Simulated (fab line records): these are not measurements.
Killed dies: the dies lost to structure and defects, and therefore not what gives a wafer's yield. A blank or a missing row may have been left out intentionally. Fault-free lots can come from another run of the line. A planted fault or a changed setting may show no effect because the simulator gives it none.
Which tool was responsible? -- flow n5 finfet -- Sampling: 24 lots, 72 wafers, 4 of 1938 route steps

## WHAT EACH GAUGE READ, for each wafer
N5_BEOL_M3_OCD_MEAS_38.
lot,measured,on,trench depth nm (nm)
L074,day 7 04:20,ocd-02,54.9 56.0 55.0
L075,day 7 09:58,ocd-02,57.1 57.4 58.6
L077,day 7 18:31,ocd-02,54.0 53.8 56.1
L076,day 7 23:43,ocd-02,55.1 55.5 54.6
L078,day 8 17:02,ocd-02,54.3 54.3 54.7
L079,day 9 05:17,ocd-02,55.5 57.7 54.7
L080,day 9 13:14,ocd-02,55.0 54.3 55.3
L082,day 9 18:22,ocd-01,54.9 54.7 54.6
L081,day 9 17:35,ocd-01,53.8 53.5 53.6
L083,day 10 00:25,ocd-01,56.8 55.1 57.6
L084,day 10 04:19,ocd-02,55.9 54.0 55.1
L086,day 10 07:44,ocd-02,56.7 55.8 57.9
L085,day 10 10:45,ocd-02,57.1 55.4 55.3
L088,day 10 22:25,ocd-01,54.2 53.8 52.8
L087,day 11 05:12,ocd-02,54.3 56.8 54.4
L089,day 11 21:43,ocd-01,55.7 53.8 54.0
L090,day 11 13:37,ocd-02,55.1 53.5 54.3
L091,day 12 02:30,ocd-02,55.4 54.1 54.5
L092,day 12 04:57,ocd-02,55.2 54.4 54.6
L093,day 12 05:36,ocd-02,54.1 54.1 56.8
L094,day 12 21:47,ocd-02,54.6 54.9 53.4
L095,day 13 09:03,ocd-02,54.5 57.0 54.0
L097,day 13 14:08,ocd-02,55.6 53.7 55.6
L096,day 13 08:59,ocd-02,58.0 58.7 55.5

## WHAT TOOL EACH LOT RAN ON (gives the tool, then ch and the chambers of the sampled wafers, and finally the start)
lot,N5_BEOL_M2_SPUTTER_94,N5_BEOL_M3_STRIP_66,N5_BEOL_M3_VIA_ETCH_34
L074,"pvd sputter-03, day 6 23:55","rie diel-05 ch 0,2,3, day 7 02:27","rie diel-02 ch 0,1,3, day 7 04:04"
L075,"pvd sputter-03, day 7 01:45","rie diel-05 ch 1,2,3, day 7 05:09","rie diel-03 ch 0,1, day 7 09:42"
L077,"pvd sputter-03, day 7 10:40","rie diel-03 ch 0,1,3, day 7 14:36","rie diel-02 ch 0,1,2, day 7 18:16"
L076,"pvd sputter-02, day 7 12:05","rie diel-02 ch 1,2,3, day 7 15:25","rie diel-05 ch 1,2,3, day 7 23:28"
L078,"pvd sputter-03, day 7 20:40","rie diel-05 ch 0,1,3, day 7 23:53","rie diel-05 ch 0,1,2, day 8 16:47"
L079,"pvd sputter-01, day 8 21:28","rie diel-02 ch 0,1,2, day 9 00:52","rie diel-03 ch 0,2,3, day 9 05:02"
L080,"pvd sputter-01, day 9 07:29","rie diel-05 ch 0,2,3, day 9 11:22","rie diel-05 ch 0,2, day 9 12:59"
L082,"pvd sputter-02, day 9 10:04","rie diel-05 ch 0,2, day 9 12:38","rie diel-05 ch 2,3, day 9 18:06"
L081,"pvd sputter-01, day 9 11:16","rie diel-05 ch 0,2,3, day 9 14:21","rie diel-02 ch 0,2,3, day 9 17:20"
L083,"pvd sputter-02, day 9 15:05","rie diel-02 ch 0,1, day 9 18:22","rie diel-03 ch 0,1,2, day 10 00:10"
L084,"pvd sputter-03, day 9 20:38","rie diel-05 ch 0,2, day 10 00:34","rie diel-02 ch 0,1, day 10 04:04"
L086,"pvd sputter-02, day 10 02:45","rie diel-03 ch 1,3, day 10 05:47","rie diel-03 ch 0,1,2, day 10 07:28"
L085,"pvd sputter-02, day 10 04:35","rie diel-03 ch 0,1,2, day 10 08:36","rie diel-03 ch 1,3, day 10 10:30"
L088,"pvd sputter-01, day 10 15:26","rie diel-05 ch 0,1, day 10 19:23","rie diel-05 ch 0,3, day 10 22:10"
L087,"pvd sputter-02, day 10 17:51","rie diel-02 ch 0,1, day 10 22:26","rie diel-05 ch 1,2,3, day 11 04:56"
L089,"pvd sputter-01, day 10 20:34","rie diel-02 ch 1,3, day 10 23:39","rie diel-02 ch 1,2, day 11 21:27"
L090,"pvd sputter-01, day 11 03:11","rie diel-02 ch 0,1,2, day 11 06:18","rie diel-02 ch 1,2, day 11 13:21"
L091,"pvd sputter-01, day 11 05:02","rie diel-05 ch 0,1, day 11 09:22","rie diel-02 ch 1,2,3, day 12 02:14"
L092,"pvd sputter-01, day 11 11:01","rie diel-03 ch 1,2,3, day 11 14:34","rie diel-02 ch 1,3, day 12 04:41"
L093,"pvd sputter-01, day 12 00:22","rie diel-02 ch 2,3, day 12 03:17","rie diel-05 ch 0,1, day 12 05:20"
L094,"pvd sputter-01, day 12 13:17","rie diel-03 ch 0,1,2, day 12 15:50","rie diel-02 ch 2,3, day 12 21:32"
L095,"pvd sputter-01, day 12 21:24","rie diel-05 ch 1,2,3, day 13 00:47","rie diel-02 ch 0,2, day 13 08:41"
L097,"pvd sputter-01, day 13 03:02","rie diel-02 ch 0, day 13 06:38","rie diel-02 ch 0,2, day 13 13:52"
L096,"pvd sputter-02, day 13 03:23","rie diel-03 ch 2,3, day 13 06:19","rie diel-03 ch 0,1,2, day 13 08:44"
- N5_BEOL_M2_SPUTTER_94: material Cu, target thk 4.5 nm, time 8.29 s.
- N5_BEOL_M3_STRIP_66: strips in CF4.
- N5_BEOL_M3_VIA_ETCH_34: etches the open film in C4F6/O2, target depth 69.4 nm, time 65.9 s.

## AS READ BY THE TOOLS THEMSELVES (means over the sampled wafers that have a number; for cases with no such wafer, the mark the record gives instead)
N5_BEOL_M2_SPUTTER_94.
lot,tool,substrate temp c (C),susceptor temp C (C),throttle valve pct (%)
L074,pvd sputter-03,-20.05,-20.06,29.7
L075,pvd sputter-03,-20.04,-19.92,29.3
L077,pvd sputter-03,-19.97,-19.93,30.0
L076,pvd sputter-02,-20.13,-19.97,30.1
L078,pvd sputter-03,-19.99,-19.99,29.5
L079,pvd sputter-01,-19.97,-20.07,29.9
L080,pvd sputter-01,-19.98,-20.03,29.9
L082,pvd sputter-02,-20.00,-19.88,30.4
L081,pvd sputter-01,-19.97,-19.98,29.9
L083,pvd sputter-02,-19.92,-20.00,29.4
L084,pvd sputter-03,-20.02,-19.99,29.7
L086,pvd sputter-02,-20.15,-19.96,29.2
L085,pvd sputter-02,-20.05,-19.91,29.3
L088,pvd sputter-01,-20.06,-20.10,29.5
L087,pvd sputter-02,-20.00,-19.96,29.3
L089,pvd sputter-01,-20.04,-20.01,30.0
L090,pvd sputter-01,-20.03,-20.01,29.1
L091,pvd sputter-01,-20.03,-19.80,30.0
L092,pvd sputter-01,-19.96,-20.07,29.4
L093,pvd sputter-01,-19.99,-19.99,29.9
L094,pvd sputter-01,-19.99,-20.04,29.0
L095,pvd sputter-01,-20.06,-20.03,29.9
L097,pvd sputter-01,-19.87,-19.86,29.9
L096,pvd sputter-02,-19.98,-19.93,30.6

N5_BEOL_M3_STRIP_66.
lot,tool,drypump motor current A (A),oes product au (a.u.),rf vpp V (V),showerhead plenum p Torr (Torr),throttle valve pct (%)
L074,rie diel-05,6.3,0.74,270.8,1.78,13.50
L075,rie diel-05,5.9,0.73,271.5,1.82,13.68
L077,rie diel-03,5.4,0.81,271.6,1.80,13.66
L076,rie diel-02,6.1,0.73,270.9,1.79,13.48
L078,rie diel-05,5.9,0.72,271.3,1.80,13.61
L079,rie diel-02,5.8,0.74,271.0,1.79,13.53
L080,rie diel-05,6.3,0.73,271.9,1.78,13.53
L082,rie diel-05,6.6,0.74,270.5,1.76,13.46
L081,rie diel-05,6.4,0.73,270.6,1.78,13.54
L083,rie diel-02,5.6,0.73,272.1,1.84,13.61
L084,rie diel-05,6.6,0.74,270.3,1.76,13.47
L086,rie diel-03,5.1,0.71,271.2,1.80,13.85
L085,rie diel-03,5.7,0.85,271.5,1.79,13.65
L088,rie diel-05,5.7,0.87,271.0,1.78,13.30
L087,rie diel-02,5.9,0.76,271.9,1.83,13.47
L089,rie diel-02,6.3,0.76,271.7,1.84,13.43
L090,rie diel-02,5.8,0.81,272.2,1.85,13.39
L091,rie diel-05,5.7,0.86,271.7,1.78,13.31
L092,rie diel-03,5.4,0.78,271.9,1.81,13.69
L093,rie diel-02,6.0,0.83,272.6,1.87,13.28
L094,rie diel-03,5.8,0.83,271.3,1.78,13.69
L095,rie diel-05,5.9,0.77,271.4,1.81,13.59
L097,rie diel-02,5.2,0.95,272.6,1.84,13.28
L096,rie diel-03,5.6,0.83,271.6,1.82,13.52

N5_BEOL_M3_VIA_ETCH_34.
lot,tool,bias w (W),drypump motor current A (A),oes product au (a.u.),rf vpp V (V),showerhead plenum p Torr (Torr),throttle valve pct (%)
L074,rie diel-02,170.2,5.9,0.74,673,2.91,30.5
L075,rie diel-03,169.9,5.7,0.93,667,2.81,30.9
L077,rie diel-02,170.1,5.8,0.75,668,2.84,30.6
L076,rie diel-05,170.1,5.9,0.72,677,2.90,30.9
L078,rie diel-05,170.1,6.2,0.73,679,2.84,30.7
L079,rie diel-03,169.8,5.6,0.88,672,2.91,31.1
L080,rie diel-05,170.3,6.6,0.75,670,2.80,30.7
L082,rie diel-05,170.9,6.4,0.73,668,2.86,30.9
L081,rie diel-02,170.2,5.8,0.68,666,2.85,30.7
L083,rie diel-03,169.7,5.7,0.88,668,2.85,31.1
L084,rie diel-02,171.1,5.9,0.76,673,2.89,30.4
L086,rie diel-03,169.8,5.7,0.86,668,2.85,31.1
L085,rie diel-03,169.9,5.0,0.72,678,2.94,31.3
L088,rie diel-05,170.1,6.4,0.72,676,2.83,30.9
L087,rie diel-05,169.8,5.9,0.80,677,2.89,30.9
L089,rie diel-02,170.7,6.0,0.87,669,3.00,30.7
L090,rie diel-02,169.6,6.2,0.83,671,2.94,30.5
L091,rie diel-02,170.0,6.1,0.79,669,2.95,30.6
L092,rie diel-02,169.8,6.2,0.71,671,2.90,30.6
L093,rie diel-05,170.9,6.2,0.79,683,2.81,30.8
L094,rie diel-02,169.9,6.1,0.73,668,2.96,30.7
L095,rie diel-02,170.5,5.7,0.91,669,3.01,30.8
L097,rie diel-02,170.0,5.4,0.93,670,2.96,30.7
L096,rie diel-03,169.9,5.8,0.84,667,2.84,31.1

## THE ANSWER, worked out from the rows above alone
Rule: the lots themselves supply what counts as usual. The widest of any qualifying gaps counts: lots, ordered by their means at a reading, are off when they make up no more than a third of the lots, leave a main group of 4 or more, and stand apart from it by 3 or more times the standard deviation of that group's means. A main group whose means are all the same, to the digits that the tables above print for the reading, isn't used. A lot without any number at a reading at which 4 lots or more have one is off too. All remaining lots with rows at the step are treated as sound. The gauges are gone through in route order, then the tools' own readings, and for those a lot's mean is taken as printed above. At the first step where some lot is off, the reading lying furthest off is the one used; lots without a number count as furthest.
No lot is off on any of the readings shown, so nothing can be concluded from this.

## WHAT THE SIMULATOR HAD PUT IN
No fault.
